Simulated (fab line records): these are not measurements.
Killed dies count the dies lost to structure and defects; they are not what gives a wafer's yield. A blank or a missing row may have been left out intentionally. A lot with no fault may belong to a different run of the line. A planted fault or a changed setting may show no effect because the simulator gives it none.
A lot that was struck, set against a sound lot + flow n5-finfet + 16 out of 1938 route steps
Sound: wafers L224.2, L224.3, L224.5. The struck wafers were L231.2, L231.3, L231.4. Last of all comes the cause.
Per side, at each step with rows, come the tool, then ch with its chambers, and then its first start. Under that, the readings that differ: sound wafers + struck wafers + difference of the means + sigmas: that difference in standard deviations of wafers without a fault.
alike: same words and numbers on both sides, and readings whose means sit less than 2 such deviations apart. not compared: any withheld reading, any reading some wafer has no value for, any bound like >300 that may hide the same value, and any number with overlapping values for which the record gives no deviation.
The two part at a step that has a row with sigmas, a row that says differs or no value, or rows on one side only. Numbers that have no deviation but don't overlap get no sigmas and don't part them. Lack of a reading on every wafer of one side parts them only where that side has two or more wafers.

first, 11 steps without rows for these wafers: N5_MOL_CONTACT_COAG_DESCUM_45 (chemistry O2, time 7 s); N5_MOL_CONTACT_COAG_ETCH_65 (etches underlayer in N2/H2, target depth 13 nm, time 10.4 s); N5_MOL_CONTACT_COAG_ETCH_66 (etches SiARC in CF4, target depth 13 nm, time 21.7 s); N5_MOL_CONTACT_COAG_ALD_133 (deposits SiO2, target thk 5 nm, pulse time 1 s, co reactant pulse time 1 s); N5_MOL_CONTACT_COAG_ETCHBACK_134 (etches SiO2 in CHF3, target depth 10 nm, time 6.7 s); N5_MOL_CONTACT_COAG_ETCH_67 (etches SOC in N2/H2, target depth 60 nm, overetch 21 nm, time 101.2 s); N5_MOL_CONTACT_COAG_STRIP_68 (strips in N2/H2); N5_MOL_CONTACT_COAG_STRIP_69 (strips in N2/H2); N5_MOL_CONTACT_COAG_ETCHBACK_136 (etches SiO2 in CHF3, target depth 25 nm, time 16.7 s); N5_MOL_CONTACT_COAG_STRIP_120 (strips in CHF3); N5_MOL_CONTACT_COAG_VIA_ETCH_117 (etches SiO2 in C4F6/O2, target depth 40 nm, overetch 8 nm, time 26 s).
N5_MOL_CONTACT_COAG_ETCH_124: etches SiNx in CH3F/O2, stops on SiOC, target depth 6.5 nm.
  sound on rie-diel-04 ch 0,1,3, day 5 08:54; struck on rie-diel-04 ch 0,1,3, day 7 12:56
  no value came back on the struck wafers for any of 8 readings (CH3F_flow_sccm (sccm), O2_flow_sccm (sccm) and others); on the sound wafers CH3F_flow_sccm (sccm) reads 29.97 29.92 29.94
| reading                                           | sound          | struck         | difference | sigmas |
|---------------------------------------------------|----------------|----------------|------------|--------|
| model.SOC_of_MOL_CONTACT_COAG_COAT_62.thk-nm (nm) | 48.2 48.2 48.8 | 51.6 51.8 51.4 | +3.2       |        |
  not compared: rf-hours-counter-h
N5_MOL_CONTACT_COAG_ETCH_48: etches SiOC in C4F6/O2, target depth 15 nm, overetch 4.5 nm, time 17 s.
  sound on rie-diel-04 ch 0,1,3, day 5 08:56; struck on rie-diel-04 ch 0,1,3, day 7 12:59
| reading                                           | sound          | struck       | difference | sigmas |
|---------------------------------------------------|----------------|--------------|------------|--------|
| model.SOC_of_MOL_CONTACT_COAG_COAT_62.thk-nm (nm) | 45.4 45.4 46.2 | 49 49.4 48.8 | +3         |        |
  alike: C4F6_flow_sccm, O2_flow_sccm, bias-w, drypump-motor-current-A, oes-product-au, rf-vpp-V, showerhead-plenum-p-Torr, throttle-valve-pct
  not compared: rf-hours-counter-h
then, 1 step without rows for these wafers: N5_MOL_CONTACT_COAG_STRIP_72 (strips in N2/H2).
N5_BEOL_M4_RC_MEAS_101:
  the record has rows for the sound wafers here (prober-02 ch 0, day 8 18:14) and none for the struck ones
-- the record jumps here: 7 days lie between the struck wafers' starts before and after (it left off in module BEOL_M4 and takes up again in module PASSIVATION, whose first step shown is number 1936 of the route) --
N5_PASSIVATION_PROBE_49:
  record: rows for the struck wafers here (prober-01, day 14 23:14), none for the sound ones

## WHERE THEY PART
At N5_MOL_CONTACT_COAG_ETCH_124 first; at N5_PASSIVATION_PROBE_49 last (within this record only).

WHY: what had been put in by the simulator
At N5_MOL_CONTACT_COAG_ETCH_124, the step was skipped entirely on rie-diel-04 from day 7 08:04 on. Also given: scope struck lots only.
